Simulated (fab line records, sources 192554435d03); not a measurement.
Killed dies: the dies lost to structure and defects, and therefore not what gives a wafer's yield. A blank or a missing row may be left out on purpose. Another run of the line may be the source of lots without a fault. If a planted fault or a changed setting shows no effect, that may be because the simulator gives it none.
2 desks, one fault    flow n5Finfet    every desk sees just its own numbers, and what lay behind them comes last

== THE TOOL OWNER'S DESK: aldMetal-03 ==
The tool's own readings at N5_BEOL_M11_ALD_74 (deposits TaN, target thk 2 nm, pulse time 2 s, purge time 3 s): means of the sampled wafers that have a number, for each lot that ran on this tool. If a lot's mean is further than 4 standard deviations from the usual mean, the lot is out of limits and carries the mark OUT (the distance appears in the brackets).
Columns: A = heaterPowerOuterW at N5_BEOL_M11_ALD_74, usual 241 W; B = heaterPowerW at N5_BEOL_M11_ALD_74, usual 422 W; C = precursorVesselPressureTorr at N5_BEOL_M11_ALD_74, usual 26.24 Torr
lot   first seen here  A    B    C
L278  day 12 04:23     232  395  26.21
L283  day 12 08:08     277  488  26.22
L295  day 15 23:54     212  358  26.27
Result from this desk: across the 3 lots, nothing is out of limits.

== THE METROLOGY DESK ==
What the gauges read for every lot (on any tool): the sampled wafers with a number, averaged. If a lot's mean is further than 4 standard deviations from the usual mean, the lot is out of limits and carries the mark OUT (the distance appears in the brackets).
Columns: A = trenchDepthNm at N5_BEOL_M11_OCD_MEAS_38, usual 147.5 nm; B = cdNm at N5_BEOL_M11_CD_MEAS_35, usual 70.0 nm
lot   first seen here  A      B
L278  day 12 03:22     145.7  70.2
L280  day 12 06:43     144.8  69.4
L283  day 12 06:49     147.7  69.6
L285  day 12 15:23     147.4  69.3
L295  day 15 23:13     149.2  70.4
Result from this desk: across the 5 lots, nothing is out of limits.

== TAKEN TOGETHER ==
The tool owner's desk saw nothing out of limits.
Nothing out of limits was seen by the metrology desk.

== WHAT HAD BEEN PUT IN BY THE SIMULATOR ==
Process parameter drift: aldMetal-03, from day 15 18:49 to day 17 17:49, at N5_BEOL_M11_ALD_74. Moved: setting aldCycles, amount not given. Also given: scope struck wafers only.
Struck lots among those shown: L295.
